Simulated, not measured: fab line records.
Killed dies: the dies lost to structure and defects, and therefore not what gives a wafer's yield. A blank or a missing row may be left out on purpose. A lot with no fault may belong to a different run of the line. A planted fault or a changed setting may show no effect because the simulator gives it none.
Split-lot study :: flow n5Finfet :: 39 wafers read from 7 lots, route of 1938 steps

## THE SPLIT
At N5_BEOL_M5_TRENCH_ETCH_37 (etches SiCOH lowk in C4F6/O2, target depth 71.652 nm, time 24.7 s), the setting timeS was moved away from the recipe's 24.7 s on 12 of the 39 wafers read, by -28.3% to +38.6%. For the rest of the wafers, this setting stayed at what the recipe calls for.

## FROM THE SPLIT TO THE READING: what the file shows between them, 8 steps
- N5_BEOL_M5_ETCH_41: etches SiCN in CH3F/O2, target depth 31.5 nm, time 56.7 s
- N5_BEOL_M5_STRIP_91: strips in N2/H2, time 10 s
- N5_BEOL_M5_OCD_MEAS_38
- N5_BEOL_M5_HM_STRIP_39: strips TiN in peroxide tin strip, target depth 25 nm, time 158 s
- N5_BEOL_M5_SRD_40: time 30 s
- N5_BEOL_M5_ECD_50: material Cu, target thk 300 nm
- N5_BEOL_M5_ANNEAL_51: time 90 s
- N5_BEOL_M5_CMP_52: polishes, stops on SiCOH lowk, t overpolish 6.9 s, target thk 62 nm

## THE READING
M5_THK, in nm, at N5_BEOL_M5_THK_MEAS_53 (measures by xrf). A value of 61.3 nm with a standard deviation of 1.2 nm is what fault-free wafers of this fab line usually give.

wafer: L077.1
tool, chamber at the split: rieDiel-04, 0
timeS as run, s: 24.7
against the recipe: recipe
M5_THK, nm: 60.7
against lot-mates on the recipe: -

wafer: L077.2
tool, chamber at the split: rieDiel-04, 2
timeS as run, s: 24.7
against the recipe: recipe
M5_THK, nm: 60.9
against lot-mates on the recipe: -

wafer: L077.3
tool, chamber at the split: rieDiel-04, 3
timeS as run, s: 24.7
against the recipe: recipe
M5_THK, nm: 61.3
against lot-mates on the recipe: -

wafer: L077.4
tool, chamber at the split: rieDiel-04, 1
timeS as run, s: 24.7
against the recipe: recipe
M5_THK, nm: 62.6
against lot-mates on the recipe: -

wafer: L077.5
tool, chamber at the split: rieDiel-04, 0
timeS as run, s: 24.7
against the recipe: recipe
M5_THK, nm: 62.1
against lot-mates on the recipe: -

wafer: L077.6
tool, chamber at the split: rieDiel-04, 3
timeS as run, s: 24.7
against the recipe: recipe
M5_THK, nm: 63.3
against lot-mates on the recipe: -

wafer: L082.1
tool, chamber at the split: rieDiel-04, 3
timeS as run, s: 24.7
against the recipe: recipe
M5_THK, nm: 63.4
against lot-mates on the recipe: -

wafer: L082.2
tool, chamber at the split: rieDiel-04, 1
timeS as run, s: 29.19
against the recipe: +18.2%
M5_THK, nm: 74.1
against lot-mates on the recipe: +12.0

wafer: L082.3
tool, chamber at the split: rieDiel-04, 2
timeS as run, s: 24.7
against the recipe: recipe
M5_THK, nm: 60.1
against lot-mates on the recipe: -

wafer: L082.4
tool, chamber at the split: rieDiel-04, 0
timeS as run, s: 24.7
against the recipe: recipe
M5_THK, nm: 62.8
against lot-mates on the recipe: -

wafer: L082.5
tool, chamber at the split: rieDiel-04, 2
timeS as run, s: 29.19
against the recipe: +18.2%
M5_THK, nm: 72.3
against lot-mates on the recipe: +10.2

wafer: L082.6
tool, chamber at the split: rieDiel-04, 3
timeS as run, s: 29.19
against the recipe: +18.2%
M5_THK, nm: 75.3
against lot-mates on the recipe: +13.2

wafer: L083.1
tool, chamber at the split: rieDiel-01, 2
timeS as run, s: 17.72
against the recipe: -28.3%
M5_THK, nm: 41.3
against lot-mates on the recipe: -20.5

wafer: L083.2
tool, chamber at the split: rieDiel-01, 3
timeS as run, s: 17.72
against the recipe: -28.3%
M5_THK, nm: 41.6
against lot-mates on the recipe: -20.2

wafer: L083.3
tool, chamber at the split: rieDiel-01, 0
timeS as run, s: 24.7
against the recipe: recipe
M5_THK, nm: 60.6
against lot-mates on the recipe: -

wafer: L083.4
tool, chamber at the split: rieDiel-01, 2
timeS as run, s: 24.7
against the recipe: recipe
M5_THK, nm: 61.4
against lot-mates on the recipe: -

wafer: L083.5
tool, chamber at the split: rieDiel-01, 0
timeS as run, s: 24.7
against the recipe: recipe
M5_THK, nm: 63.4
against lot-mates on the recipe: -

wafer: L083.6
tool, chamber at the split: rieDiel-01, 3
timeS as run, s: 17.72
against the recipe: -28.3%
M5_THK, nm: 41.8
against lot-mates on the recipe: -20.0

wafer: L087.1
tool, chamber at the split: rieDiel-01, 2
timeS as run, s: 24.7
against the recipe: recipe
M5_THK, nm: 60.9
against lot-mates on the recipe: -

wafer: L087.2
tool, chamber at the split: rieDiel-01, 1
timeS as run, s: 24.7
against the recipe: recipe
M5_THK, nm: 62.2
against lot-mates on the recipe: -

wafer: L087.3
tool, chamber at the split: rieDiel-01, 3
timeS as run, s: 24.7
against the recipe: recipe
M5_THK, nm: 59.7
against lot-mates on the recipe: -

wafer: L087.4
tool, chamber at the split: rieDiel-01, 0
timeS as run, s: 24.7
against the recipe: recipe
M5_THK, nm: 60.2
against lot-mates on the recipe: -

wafer: L087.5
tool, chamber at the split: rieDiel-01, 0
timeS as run, s: 24.7
against the recipe: recipe
M5_THK, nm: 59.9
against lot-mates on the recipe: -

wafer: L087.6
tool, chamber at the split: rieDiel-01, 1
timeS as run, s: 24.7
against the recipe: recipe
M5_THK, nm: 61.8
against lot-mates on the recipe: -

wafer: L088.1
tool, chamber at the split: rieDiel-04, 1
timeS as run, s: 24.7
against the recipe: recipe
M5_THK, nm: 60.8
against lot-mates on the recipe: -

wafer: L088.2
tool, chamber at the split: rieDiel-04, 2
timeS as run, s: 34.23
against the recipe: +38.6%
M5_THK, nm: 85.9
against lot-mates on the recipe: +24.7

wafer: L088.3
tool, chamber at the split: rieDiel-04, 0
timeS as run, s: 24.7
against the recipe: recipe
M5_THK, nm: 61.6
against lot-mates on the recipe: -

wafer: L088.4
tool, chamber at the split: rieDiel-04, 3
timeS as run, s: 24.7
against the recipe: recipe
M5_THK, nm: 61.1
against lot-mates on the recipe: -

wafer: L088.5
tool, chamber at the split: rieDiel-04, 3
timeS as run, s: 34.23
against the recipe: +38.6%
M5_THK, nm: 88.5
against lot-mates on the recipe: +27.3

wafer: L088.6
tool, chamber at the split: rieDiel-04, 2
timeS as run, s: 34.23
against the recipe: +38.6%
M5_THK, nm: 84.9
against lot-mates on the recipe: +23.7

wafer: L094.1
tool, chamber at the split: rieDiel-04, 1
timeS as run, s: 24.7
against the recipe: recipe
M5_THK, nm: 62.8
against lot-mates on the recipe: -

wafer: L094.4
tool, chamber at the split: rieDiel-04, 0
timeS as run, s: 24.7
against the recipe: recipe
M5_THK, nm: 62.5
against lot-mates on the recipe: -

wafer: L094.5
tool, chamber at the split: rieDiel-04, 3
timeS as run, s: 24.7
against the recipe: recipe
M5_THK, nm: 62.1
against lot-mates on the recipe: -

wafer: L096.1
tool, chamber at the split: rieDiel-04, 2
timeS as run, s: 29.66
against the recipe: +20.1%
M5_THK, nm: 74.7
against lot-mates on the recipe: +13.4

wafer: L096.2
tool, chamber at the split: rieDiel-04, 1
timeS as run, s: 24.7
against the recipe: recipe
M5_THK, nm: 61.7
against lot-mates on the recipe: -

wafer: L096.3
tool, chamber at the split: rieDiel-04, 3
timeS as run, s: 24.7
against the recipe: recipe
M5_THK, nm: 60.8
against lot-mates on the recipe: -

wafer: L096.4
tool, chamber at the split: rieDiel-04, 0
timeS as run, s: 24.7
against the recipe: recipe
M5_THK, nm: 61.3
against lot-mates on the recipe: -

wafer: L096.5
tool, chamber at the split: rieDiel-04, 1
timeS as run, s: 29.66
against the recipe: +20.1%
M5_THK, nm: 75.6
against lot-mates on the recipe: +14.3

wafer: L096.6
tool, chamber at the split: rieDiel-04, 0
timeS as run, s: 29.66
against the recipe: +20.1%
M5_THK, nm: 76.6
against lot-mates on the recipe: +15.3

THE FIT
A straight line over all 39 wafers: M5_THK changes by +0.674 nm for each +1% of timeS; r = +0.99; the points scatter about the line by 1.2 nm.
The same after taking each lot's own level away (the mean of its wafers on the recipe; 39 wafers): +0.681 nm for each +1%; r = +0.99; scatter 1.1 nm.
According to that fit, moving timeS by its largest amount changes the reading by 26 nm.
From 60.78 to 62.47 nm: that is the span of the lots' own levels, equal to 1.4 times the standard deviation above.
Hence the lot-to-lot level has little effect on the slope; both slopes agree.
Check: +26.4 nm against its lot-mates is what the line predicts for one of the wafers moved furthest among these (+38.6%) when that wafer is left out of the fit. Against them it came out at +24.7 nm.

## THE WHOLE CHAIN: every reading that the file lists as answering this split, in the file's order
step: N5_BEOL_M5_TRENCH_ETCH_37
what it does: etches SiCOH lowk in C4F6/O2, target depth 71.652 nm, time 24.7 s
reading: etch.depthNm (the simulator's own value, which no gauge read)
change (the file's fit): +0.684 nm for each +1% of the setting
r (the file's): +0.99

step: N5_BEOL_M5_TRENCH_ETCH_37
what it does: etches SiCOH lowk in C4F6/O2, target depth 71.652 nm, time 24.7 s
reading: BEOL_M5.featureDepthNm (the simulator's own value, which no gauge read)
change (the file's fit): +0.683 nm for each +1% of the setting
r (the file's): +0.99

step: N5_BEOL_M5_TRENCH_ETCH_37
what it does: etches SiCOH lowk in C4F6/O2, target depth 71.652 nm, time 24.7 s
reading: TiN_of_BEOL_M5_HM_DEP_02.thkNm (the simulator's own value, which no gauge read)
change (the file's fit): -0.0219 nm for each +1% of the setting
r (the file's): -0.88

step: N5_BEOL_M5_OCD_MEAS_38
what it does: 
reading: trenchDepthNm
change (the file's fit): +0.69 nm for each +1% of the setting
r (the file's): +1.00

step: N5_BEOL_M5_CMP_52
what it does: polishes, stops on SiCOH lowk, t overpolish 6.9 s, target thk 62 nm
reading: Cu_of_BEOL_M5_ECD_50.thkNm (the simulator's own value, which no gauge read)
change (the file's fit): +0.671 nm for each +1% of the setting
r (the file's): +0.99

step: N5_BEOL_M5_THK_MEAS_53
what it does: measures by xrf
reading: M5_THK
change (the file's fit): +0.678 for each +1% of the setting
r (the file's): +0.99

step: N5_BEOL_M5_RS_MEAS_57
what it does: measures by four-point-probe
reading: M5_RS
change (the file's fit): not straight: 0.642 at the lowest setting, 0.391 at the recipe, 0.263 at the highest
r (the file's): not given

## FILE'S OWN FIT
M5_THK changes by +0.678 nm for each +1% of timeS, r = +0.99.
